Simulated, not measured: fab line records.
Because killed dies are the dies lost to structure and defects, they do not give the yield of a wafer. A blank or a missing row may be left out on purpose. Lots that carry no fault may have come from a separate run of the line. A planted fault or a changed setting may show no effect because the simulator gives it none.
fab line records + flow nandHarc
record
- lots=11
- wafers=33
- lastDay=32
route steps=1302 shown A_SGD_CUT@920 A_SLIT@942 A_WL_FILL@952
lots that met no fault: taken from a fault-free run of the same line
startH: hours from the record's first day to the start of the lot's first wafer shown + waitH: hours since the lot's step before + " unchanged from the row above + L1.1+2: a row that stands for several wafers + - no value, or no start given + * or withheld: withheld + < > ~ a bound
route shown NAME@n: NAME is a module with steps in the file, n the number in the route of the first one + usual: the fault-free wafers' mean and standard deviation + same: alike in all rows + chamber/n: place in a boat + sites: the reading at each site + _std_site: standard deviation across them + _edge_site: outer sites' mean less inner sites' + radiusMm: how far each site lies from the wafer's centre + mask NAME#n: copy n + behind: the most recent tool/chamber to have shaped the wafer + hold: the reason the lot was held/the length of the hold in hours/how it ended + device: transistor that didn't switch, given as n, p or np + end of line: the tests these same wafers got at the end of their route + for a step that has no rows: nothing shown but its recipe + killed: at the first sort, the dies lost to defects and structure; wafer yield is something else + map: shows each die of a wafer: x if killed, . if not, _ if none is there
set.NAME: the setting the step ran with; set.NAME@STEP: the setting that earlier step ran with + model.NAME: the simulator's own value behind a step, which no gauge read
one table for each step of the route and one row for each wafer, over a sample of lots
services: a tool's chamber out of use, with start hour (startH, from the record's first day; less than 0 if before it), hours out, and reason
## steps
# step NHARC_A_SGD_CUT_STRIP_28
# recipe
- timeS=20
- o2FlowSccm=500
- arFlowSccm=0
- biasW=0
- chemistry=O2
# usual
- chamberPressureMTorr=60.00/0.057
- drypumpMotorCurrentA=5.8/0.36
- mfcArSccm=0.005/0.01
- oesProductAu=1.000/0.013
- rfVppV=57.6/0.94
- showerheadPlenumPTorr=3.45/0.15
- throttleValvePct=17.036/0.0087
| lot.wafer | tool       | chamber | startH | waitH | chamberPressureMTorr | drypumpMotorCurrentA | mfcArSccm | oesProductAu | rfHoursCounterH | rfVppV | showerheadPlenumPTorr | throttleValvePct |
|-----------|------------|---------|--------|-------|----------------------|----------------------|-----------|--------------|-----------------|--------|-----------------------|------------------|
| L830.4    | rieDiel-10 | 1       | -      | -     | 59.99                | 6.4                  | 0         | 1.004        | 3               | 58.1   | 3.42                  | 17.038           |
| L830.3    | "          | 3       | "      | "     | 60.02                | 5.4                  | 0         | 1.024        | 3               | 58.2   | 3.32                  | 17.039           |
| L830.2    | "          | 0       | "      | "     | 59.99                | 5.8                  | 0.002     | 0.977        | 3               | 57.3   | 3.40                  | 17.025           |
| L832.2    | rieDiel-13 | 2       | -      | -     | 59.97                | 5.4                  | 0.009     | 0.990        | 6               | 59.9   | 3.77                  | 17.041           |
| L832.3    | "          | 3       | "      | "     | 59.95                | 5.7                  | 0         | 1.008        | 6               | 57.3   | 3.46                  | 17.022           |
| L832.6    | "          | 3       | "      | "     | 59.97                | 5.7                  | 0         | 1.006        | -               | 58.7   | 3.46                  | 17.022           |
| L835.3    | rieDiel-13 | 3       | -      | -     | 60.09                | 5.7                  | 0         | 0.998        | 6               | 57.1   | 3.47                  | 17.030           |
| L835.1    | "          | 0       | "      | "     | 59.97                | 5.3                  | 0         | 1.005        | 5               | 56.9   | 3.30                  | 17.037           |
| L835.6    | "          | 3       | "      | "     | 60.03                | 5.7                  | 0         | 1.008        | -               | 58.2   | 3.46                  | 17.030           |
| L834.4    | rieDiel-10 | 3       | -      | -     | 59.95                | 5.4                  | 0         | 0.991        | 6               | 58.0   | 3.32                  | 17.041           |
| L834.3    | "          | 1       | "      | "     | 60.01                | 6.4                  | 0         | 0.994        | 6               | 57.8   | 3.42                  | 17.035           |
| L834.6    | "          | 0       | "      | "     | 59.98                | 5.8                  | 0.002     | 0.976        | -               | 56.9   | 3.40                  | 17.044           |
| L836.3    | rieDiel-10 | 3       | -      | -     | 59.99                | 5.4                  | 0         | 1.003        | 7               | 56.2   | 3.32                  | 17.051           |
| L836.2    | "          | 0       | "      | "     | 60.03                | 5.8                  | 0.002     | 0.993        | 8               | 57.5   | 3.40                  | 17.032           |
| L836.5    | "          | 0       | "      | "     | 60.03                | 5.8                  | 0.002     | 0.998        | -               | 55.8   | 3.40                  | 17.025           |
| L842.1    | rieDiel-13 | 3       | -      | -     | 60.02                | 5.7                  | 0         | 1.011        | 2               | 58.2   | 3.46                  | 17.045           |
| L842.4    | "          | 0       | "      | "     | 59.98                | 5.2                  | 0         | 1.005        | 2               | 56.0   | 3.30                  | 17.032           |
| L842.6    | "          | 3       | "      | "     | 59.99                | 5.7                  | 0         | 1.010        | -               | 58.1   | 3.46                  | 17.031           |
| L844.1    | rieDiel-10 | 1       | -      | -     | 60.01                | 6.4                  | 0         | 0.993        | 15              | 57.4   | 3.41                  | 17.038           |
| L844.4    | "          | 2       | "      | "     | 59.94                | 5.9                  | 0.010     | 0.985        | 15              | 57.9   | 3.35                  | 17.044           |
| L844.6    | "          | 3       | "      | "     | 60.01                | 5.4                  | 0         | 1.002        | -               | 57.3   | 3.32                  | 17.043           |
| L846.3    | rieDiel-07 | 0       | -      | -     | 59.97                | 5.4                  | 0.011     | 0.989        | 6               | 57.6   | 3.51                  | 17.040           |
| L846.4    | "          | 1       | "      | "     | 59.92                | 6.0                  | 0         | 1.007        | 8               | 58.5   | 3.60                  | 17.052           |
| L846.5    | "          | 2       | "      | "     | 60.01                | 6.2                  | 0.041     | 1.021        | -               | 58.0   | 3.36                  | 17.028           |
| L848.3    | rieDiel-07 | 1       | -      | -     | 59.99                | 6.0                  | 0         | 0.993        | 9               | 57.7   | 3.60                  | 17.026           |
| L848.1    | "          | 3       | "      | "     | 60.03                | 5.9                  | 0         | 0.977        | 10              | 57.7   | 3.65                  | 17.043           |
| L848.5    | "          | 0       | "      | "     | 60.11                | 5.4                  | 0.011     | 0.995        | -               | 58.4   | 3.51                  | 17.023           |
| L847.4    | rieDiel-10 | 3       | -      | -     | 59.92                | 5.4                  | 0         | 1.004        | 2               | 57.2   | 3.32                  | 17.033           |
| L847.3    | "          | 0       | "      | "     | 59.91                | 5.8                  | 0.002     | 1.013        | 2               | 58.3   | 3.39                  | 17.035           |
| L847.5    | "          | 2       | "      | "     | 60.09                | 5.9                  | 0.010     | 1.014        | -               | 56.8   | 3.35                  | 17.015           |
| L849.2    | rieDiel-07 | 1       | -      | -     | 59.98                | 6.0                  | 0         | 1.009        | 11              | 57.6   | 3.60                  | 17.040           |
| L849.3    | "          | 3       | "      | "     | 59.98                | 5.8                  | 0         | 0.984        | 12              | 58.9   | 3.65                  | 17.044           |
| L849.6    | "          | 2       | "      | "     | 60.04                | 6.2                  | 0.041     | 1.018        | -               | 56.9   | 3.36                  | 17.039           |
# step NHARC_A_SLIT_ETCH_29
# recipe
- targetDepthA=1000
- overetchA=100
- timeS=55
- ionEnergyEv=100
- cf4FlowSccm=80
- o2FlowSccm=20
- arFlowSccm=0
- rfW=300
- biasW=100
- chemistry=CF4/O2
# usual
- cf4FlowSccm=79.99/0.25
- chamberPressureMTorr=30.000/0.028
- drypumpMotorCurrentA=6.0/0.42
- mfcArSccm=0.009/0.0099
- oesProductAu=0.996/0.013
- rfVppV=197.6/1.1
- showerheadPlenumPTorr=1.33/0.038
- throttleValvePct=13.397/0.0094
| lot.wafer | tool       | chamber | startH | waitH | cf4FlowSccm | chamberPressureMTorr | drypumpMotorCurrentA | mfcArSccm | oesProductAu | rfHoursCounterH | rfVppV | showerheadPlenumPTorr | throttleValvePct |
|-----------|------------|---------|--------|-------|-------------|----------------------|----------------------|-----------|--------------|-----------------|--------|-----------------------|------------------|
| L830.3    | rieDiel-03 | 0       | 472.60 | 0.1   | 79.70       | 29.949               | 6.6                  | 0         | 1.011        | 0               | 198.0  | 1.36                  | 13.382           |
| L830.4    | "          | 1       | "      | "     | 79.93       | 30.013               | 6.1                  | 0.013     | 0.994        | 0               | 197.9  | 1.37                  | 13.388           |
| L830.2    | "          | 2       | "      | "     | 79.92       | 29.990               | 5.6                  | 0         | 0.991        | 0               | 196.8  | 1.27                  | 13.413           |
| L832.2    | rieDiel-03 | 0       | 476.86 | 0.1   | 79.90       | 30.007               | 6.6                  | 0         | 1.004        | 0               | 196.5  | 1.36                  | 13.383           |
| L832.3    | "          | 2       | "      | "     | 79.64       | 30.038               | 5.6                  | 0         | 0.983        | 0               | 197.4  | 1.27                  | 13.397           |
| L832.6    | "          | 0       | "      | "     | 79.82       | 29.969               | 6.6                  | 0         | 0.999        | -               | 197.6  | 1.36                  | 13.391           |
| L835.3    | rieDiel-09 | 1       | 486.75 | 0.1   | 80.01       | 30.017               | 6.2                  | 0.019     | 0.984        | 11              | 198.1  | 1.35                  | 13.398           |
| L835.1    | "          | 3       | "      | "     | 79.62       | 30.012               | 6.3                  | 0         | 0.989        | 11              | 198.0  | 1.33                  | 13.389           |
| L835.6    | "          | 2       | "      | "     | 79.70       | 29.977               | 6.0                  | 0.001     | 1.008        | -               | 199.4  | 1.38                  | 13.383           |
| L834.4    | rieDiel-12 | 1       | 497.25 | 0.1   | 79.73       | 30.033               | 6.0                  | 0.013     | 1.005        | 2               | 198.7  | 1.31                  | 13.403           |
| L834.3    | "          | 2       | "      | "     | 80.15       | 30.003               | 5.2                  | 0.027     | 1.003        | 2               | 196.5  | 1.29                  | 13.405           |
| L834.6    | "          | 1       | "      | "     | 79.96       | 29.982               | 5.9                  | 0.013     | 1.005        | -               | 196.8  | 1.31                  | 13.398           |
| L836.2    | rieDiel-09 | 0       | 520.04 | 0.1   | 80.02       | 30.023               | 5.6                  | 0.010     | 1.006        | 0               | 197.6  | 1.28                  | 13.376           |
| L836.3    | "          | 2       | "      | "     | 80.27       | 30.040               | 5.9                  | 0.001     | 0.990        | 0               | 199.2  | 1.38                  | 13.397           |
| L836.5    | "          | 3       | "      | "     | 80.04       | 29.998               | 6.3                  | 0         | 0.990        | -               | 197.4  | 1.33                  | 13.404           |
| L842.1    | rieDiel-09 | 1       | 581.32 | 0.1   | 80.11       | 30.037               | 6.2                  | 0.019     | 0.962        | 4               | 197.4  | 1.35                  | 13.409           |
| L842.4    | "          | 2       | "      | "     | 79.68       | 29.965               | 6.0                  | 0.001     | 0.979        | 5               | 198.1  | 1.38                  | 13.398           |
| L842.6    | "          | 3       | "      | "     | 80.00       | 29.982               | 6.3                  | 0         | 0.988        | -               | 196.8  | 1.33                  | 13.395           |
| L844.4    | rieDiel-09 | 1       | 594.56 | 0.1   | 80.52       | 30.028               | 6.2                  | 0.019     | 0.974        | 4               | 197.2  | 1.35                  | 13.400           |
| L844.1    | "          | 2       | "      | "     | 80.01       | 29.969               | 5.9                  | 0.001     | 0.983        | 5               | 197.3  | 1.38                  | 13.390           |
| L844.6    | "          | 1       | "      | "     | 80.56       | 29.999               | 6.1                  | 0.019     | 0.970        | -               | 197.9  | 1.35                  | 13.401           |
| L846.3    | rieDiel-12 | 3       | 620.42 | 0.1   | 79.95       | 29.982               | 6.6                  | 0         | 1.010        | 12              | 197.1  | 1.32                  | 13.380           |
| L846.4    | "          | 0       | "      | "     | 80.58       | 30.004               | 5.6                  | 0.027     | 0.981        | 11              | 198.8  | 1.37                  | 13.404           |
| L846.5    | "          | 2       | "      | "     | 80.09       | 30.014               | 5.2                  | 0.027     | 1.008        | -               | 198.0  | 1.29                  | 13.391           |
| L848.1    | rieDiel-09 | 2       | 632.00 | 0.1   | 80.01       | 30.031               | 6.0                  | 0.001     | 0.970        | 8               | 199.2  | 1.38                  | 13.389           |
| L848.3    | "          | 3       | "      | "     | 80.04       | 29.990               | 6.3                  | 0         | 0.981        | 9               | 197.6  | 1.33                  | 13.403           |
| L848.5    | "          | 2       | "      | "     | 80.06       | 29.991               | 6.0                  | 0.001     | 0.983        | -               | 198.6  | 1.38                  | 13.392           |
| L847.4    | rieDiel-12 | 0       | 632.56 | 0.1   | 80.06       | 29.973               | 5.5                  | 0.027     | 0.989        | 0               | 198.3  | 1.37                  | 13.387           |
| L847.3    | "          | 1       | "      | "     | 80.16       | 29.961               | 6.0                  | 0.013     | 0.995        | 0               | 199.3  | 1.31                  | 13.407           |
| L847.5    | "          | 2       | "      | "     | 79.96       | 29.989               | 5.2                  | 0.027     | 1.007        | -               | 197.1  | 1.29                  | 13.396           |
| L849.2    | rieDiel-12 | 1       | 651.01 | 0.1   | 79.89       | 29.983               | 5.9                  | 0.013     | 1.001        | 3               | 195.6  | 1.31                  | 13.403           |
| L849.3    | "          | 3       | "      | "     | 80.47       | 30.002               | 6.7                  | 0         | 1.019        | 2               | 197.8  | 1.32                  | 13.396           |
| L849.6    | "          | 1       | "      | "     | 80.13       | 29.963               | 5.9                  | 0.013     | 0.992        | -               | 197.8  | 1.31                  | 13.407           |
# step NHARC_A_WL_FILL_ALD_00
# recipe
- targetThkA=30
- pulseTimeS=3
- aldCycles=30
- tempC=300
- material=Al2O3
# usual
- aldCycles=30/0
- heaterPowerW=479/51
- precursorPulseHeightRel=0.998/0.019
| lot.wafer | tool     | chamber | startH | waitH | aldCycles | heaterPowerW | precursorPulseHeightRel |
|-----------|----------|---------|--------|-------|-----------|--------------|-------------------------|
| L830.2    | aldHk-04 | 3       | 479.90 | 0.1   | 30        | 459          | 1.011                   |
| L830.4    | "        | 0       | "      | "     | 30        | 487          | 0.997                   |
| L830.3    | "        | 1       | "      | "     | 30        | 514          | 0.985                   |
| L832.2    | aldHk-04 | 0       | 484.42 | 0.4   | 42        | 484          | 1.004                   |
| L832.3    | "        | 1       | "      | "     | 42        | 504          | 1.005                   |
| L832.6    | "        | 0       | "      | "     | 42        | 496          | 1.002                   |
| L835.3    | aldHk-04 | 2       | 494.10 | 0.1   | 42        | 584          | 0.998                   |
| L835.1    | "        | 0       | "      | "     | 30        | 502          | 1.022                   |
| L835.6    | "        | 1       | "      | "     | 42        | 511          | 1.005                   |
| L834.4    | aldHk-02 | 2       | 504.78 | 0.3   | 30        | 383          | 1.000                   |
| L834.3    | "        | 3       | "      | "     | 30        | 464          | 1.007                   |
| L834.6    | "        | 1       | "      | "     | 30        | 501          | 1.002                   |
| L836.2    | aldHk-02 | 2       | 526.18 | 0.1   | 30        | 386          | 0.958                   |
| L836.3    | "        | 1       | "      | "     | 30        | 501          | 0.935                   |
| L836.5    | "        | 3       | "      | "     | 30        | 452          | 0.970                   |
| L842.1    | aldHk-01 | 1       | 588.54 | 0.1   | 30        | 546          | 0.999                   |
| L842.4    | "        | 0       | "      | "     | 30        | 463          | 0.961                   |
| L842.6    | "        | 2       | "      | "     | 30        | 523          | 0.996                   |
| L844.1    | aldHk-04 | 3       | 601.77 | 0.1   | 30        | 458          | 1.029                   |
| L844.4    | "        | 0       | "      | "     | 30        | 487          | 1.015                   |
| L844.6    | "        | 0       | "      | "     | 30        | 513          | 1.049                   |
| L846.4    | aldHk-01 | 0       | 627.61 | 0.1   | 30        | 466          | 0.987                   |
| L846.3    | "        | 1       | "      | "     | 30        | 555          | 0.982                   |
| L846.5    | "        | 1       | "      | "     | 30        | 555          | 1.029                   |
| L848.1    | aldHk-02 | 2       | 639.14 | 0.1   | 30        | 402          | 0.995                   |
| L848.3    | "        | 3       | "      | "     | 30        | 425          | 0.989                   |
| L848.5    | "        | 1       | "      | "     | 30        | 496          | 1.012                   |
| L847.4    | aldHk-02 | 2       | 639.25 | 0.2   | 30        | 415          | 1.023                   |
| L847.3    | "        | 3       | "      | "     | 30        | 422          | 0.986                   |
| L847.5    | "        | 2       | "      | "     | 30        | 400          | 0.958                   |
| L849.2    | aldHk-02 | 2       | 658.23 | 0.1   | 30        | 398          | 0.997                   |
| L849.3    | "        | 3       | "      | "     | 30        | 422          | 0.999                   |
| L849.6    | "        | 2       | "      | "     | 30        | 400          | 0.998                   |
# step NHARC_A_WL_FILL_STRIP_29
# recipe
- timeS=20
- o2FlowSccm=500
- arFlowSccm=0
- biasW=0
- chemistry=O2
# usual
- chamberPressureMTorr=60.00/0.05
- drypumpMotorCurrentA=5.7/0.37
- mfcArSccm=0.010/0.01
- oesProductAu=1.000/0.01
- rfVppV=57.6/0.77
- showerheadPlenumPTorr=3.52/0.14
- throttleValvePct=17.035/0.0088
| lot.wafer | tool       | chamber | startH | waitH | chamberPressureMTorr | drypumpMotorCurrentA | mfcArSccm | oesProductAu | rfHoursCounterH | rfVppV | showerheadPlenumPTorr | throttleValvePct |
|-----------|------------|---------|--------|-------|----------------------|----------------------|-----------|--------------|-----------------|--------|-----------------------|------------------|
| L830.3    | rieDiel-05 | 1       | 492.04 | 0.1   | 60.03                | 5.3                  | 0.024     | 0.998        | 1.7             | 57.0   | 3.36                  | 17.037           |
| L830.4    | "          | 2       | "      | "     | 59.96                | 6.0                  | 0         | 0.998        | 1.5             | 58.1   | 3.60                  | 17.035           |
| L830.2    | "          | 0       | "      | "     | 59.94                | 6.0                  | 0.002     | 1.004        | 1.6             | 56.9   | 3.78                  | 17.026           |
| L832.3    | rieDiel-05 | 0       | 495.78 | 0.1   | 59.97                | 6.1                  | 0.002     | 1.002        | 1.6             | 57.6   | 3.78                  | 17.034           |
| L832.2    | "          | 1       | "      | "     | 59.99                | 5.3                  | 0.024     | 0.997        | 1.8             | 58.6   | 3.36                  | 17.056           |
| L832.6    | "          | 1       | "      | "     | 59.98                | 5.3                  | 0.024     | 0.992        | -               | 57.3   | 3.36                  | 17.019           |
| L835.3    | rieDiel-05 | 2       | 506.93 | 0.1   | 60.09                | 6.0                  | 0         | 0.999        | 1.8             | 57.0   | 3.60                  | 17.033           |
| L835.1    | "          | 3       | "      | "     | 60.03                | 5.0                  | 0.011     | 1.010        | 1.8             | 57.3   | 3.36                  | 17.043           |
| L835.6    | "          | 0       | "      | "     | 60.01                | 6.0                  | 0.002     | 1.005        | -               | 56.8   | 3.78                  | 17.019           |
| L834.3    | rieDiel-08 | 3       | 516.04 | 0.1   | 60.03                | 6.4                  | 0.021     | 1.009        | 3.5             | 58.4   | 3.49                  | 17.033           |
| L834.4    | "          | 1       | "      | "     | 60.00                | 5.6                  | 0.026     | 0.988        | 3.8             | 58.4   | 3.37                  | 17.023           |
| L834.6    | "          | 0       | "      | "     | 60.03                | 5.6                  | 0         | 1.000        | -               | 57.4   | 3.45                  | 17.033           |
| L836.3    | rieDiel-05 | 2       | 542.68 | 0.1   | 60.05                | 6.0                  | 0         | 0.990        | 3.0             | 58.2   | 3.60                  | 17.032           |
| L836.2    | "          | 3       | "      | "     | 59.92                | 5.0                  | 0.011     | 1.015        | 2.9             | 57.0   | 3.36                  | 17.039           |
| L836.5    | "          | 1       | "      | "     | 60.03                | 5.3                  | 0.024     | 1.000        | -               | 58.1   | 3.36                  | 17.027           |
| L842.4    | rieDiel-08 | 2       | 597.89 | 0.1   | 60.03                | 5.6                  | 0.007     | 0.993        | 1.6             | 58.9   | 3.74                  | 17.011           |
| L842.1    | "          | 0       | "      | "     | 60.09                | 5.6                  | 0         | 1.006        | 1.5             | 56.2   | 3.45                  | 17.044           |
| L842.6    | "          | 2       | "      | "     | 59.94                | 5.6                  | 0.007     | 1.001        | -               | 58.0   | 3.74                  | 17.043           |
| L844.1    | rieDiel-08 | 3       | 613.60 | 0.1   | 60.03                | 6.3                  | 0.021     | 0.995        | 1.7             | 56.9   | 3.49                  | 17.029           |
| L844.4    | "          | 0       | "      | "     | 60.00                | 5.6                  | 0         | 1.015        | 1.7             | 56.1   | 3.45                  | 17.037           |
| L844.6    | "          | 0       | "      | "     | 59.96                | 5.6                  | 0         | 1.013        | -               | 57.5   | 3.45                  | 17.039           |
| L846.3    | rieDiel-05 | 2       | 642.48 | 0.1   | 59.95                | 6.0                  | 0         | 1.012        | 1.0             | 58.0   | 3.60                  | 17.034           |
| L846.4    | "          | 3       | "      | "     | 60.00                | 5.0                  | 0.011     | 0.985        | 1.1             | 58.2   | 3.36                  | 17.024           |
| L846.5    | "          | 1       | "      | "     | 60.00                | 5.3                  | 0.024     | 0.995        | -               | 57.7   | 3.36                  | 17.030           |
| L848.1    | rieDiel-02 | 1       | 650.71 | 0.1   | 59.91                | 5.5                  | 0         | 1.003        | 4.0             | 57.2   | 3.54                  | 17.040           |
| L848.3    | "          | 2       | "      | "     | 59.95                | 5.6                  | 0.006     | 0.990        | 3.8             | 58.0   | 3.59                  | 17.055           |
| L848.5    | "          | 1       | "      | "     | 60.01                | 5.5                  | 0         | 1.015        | -               | 56.7   | 3.54                  | 17.030           |
| L847.3    | rieDiel-08 | 1       | 650.78 | 0.1   | 60.11                | 5.6                  | 0.026     | 0.983        | 3.0             | 58.2   | 3.37                  | 17.022           |
| L847.4    | "          | 1       | "      | "     | 59.97                | 5.6                  | 0.026     | 0.998        | -               | 57.8   | 3.37                  | 17.021           |
| L847.5    | "          | 0       | "      | "     | 59.99                | 5.6                  | 0         | 0.994        | -               | 56.9   | 3.45                  | 17.044           |
| L849.3    | rieDiel-08 | 2       | 669.57 | 0.1   | 60.00                | 5.6                  | 0.007     | 1.000        | 3.8             | 58.2   | 3.74                  | 17.033           |
| L849.2    | "          | 3       | "      | "     | 60.07                | 6.4                  | 0.021     | 0.996        | 3.7             | 56.7   | 3.49                  | 17.028           |
| L849.6    | "          | 3       | "      | "     | 59.99                | 6.4                  | 0.021     | 0.985        | -               | 57.8   | 3.49                  | 17.042           |
## services
| tool       | chamber | startH | hours | kind   |
|------------|---------|--------|-------|--------|
| rieDiel-08 | 1       | 444.38 | 6.2   | repair |
| rieDiel-12 | -       | 445.40 | 9.0   | pm     |
| rieDiel-08 | -       | 448.75 | 5.8   | repair |
| rieDiel-05 | 1       | 469.06 | 2.0   | repair |
| rieDiel-12 | 2       | 477.75 | 9.0   | repair |
| rieDiel-09 | -       | 497.10 | 9.0   | pm     |
| rieDiel-12 | 1       | 503.73 | 2.2   | repair |
| rieDiel-05 | 1       | 521.31 | 8.0   | repair |
| aldHk-02   | -       | 527.95 | 10.0  | pm     |
| rieDiel-12 | 3       | 544.68 | 7.4   | repair |
| rieDiel-08 | -       | 544.80 | 9.0   | pm     |
| rieDiel-05 | -       | 557.33 | 0.3   | repair |
| rieDiel-12 | 2       | 568.79 | 6.8   | repair |
| rieDiel-05 | -       | 583.60 | 9.0   | pm     |
| rieDiel-10 | -       | 596.65 | 9.0   | pm     |
| rieDiel-05 | 0       | 597.91 | 2.5   | repair |
| rieDiel-12 | 0       | 609.59 | 7.3   | repair |
| aldHk-04   | -       | 619.11 | 10.0  | pm     |
| rieDiel-05 | 0       | 619.49 | 15.0  | repair |
| rieDiel-12 | -       | 622.40 | 9.0   | pm     |
| rieDiel-08 | 2       | 648.22 | 4.6   | repair |
| rieDiel-05 | 3       | 655.11 | 8.4   | repair |
| rieDiel-08 | 1       | 665.19 | 1.2   | repair |
| rieDiel-12 | 0       | 667.13 | 4.9   | repair |
## key
firstSign
- step=NHARC_A_WL_FILL_ALD_00
- reading=aldCycles
- direction=up
- sigmas=99+
- usual=30
- struck=42
effect none on later readings
metAt NHARC_A_WL_FILL_ALD_00
struckLots L832,L835
struckWafers L832.2,L832.3,L832.6,L835.3,L835.6
testerLeftOut L832,L835
notActingAt NHARC_A_SGD_CUT_STRIP_28,NHARC_A_SLIT_ETCH_29,NHARC_A_WL_FILL_STRIP_29
onsetBetween 479.90 484.42
fault
- kind=processParameterDrift
- tool=aldHk-04
- chamber=-
- onsetH=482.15
- steps=NHARC_A_WL_FILL_ALD_00
- channel=aldCycles
- offset=12
- shape=step
- endH=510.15
- scope=struckWafersOnly
- actsIn=theseRecipesOnly
- stated=30
# testerLeftOut: of these lots the tester's yield and bins aren't shown, on N5 and GAA mostly nor the transistor test; their killed dies are dies lost to structure and defects alone, not to doping, threshold or leakage, so they don't give the yield
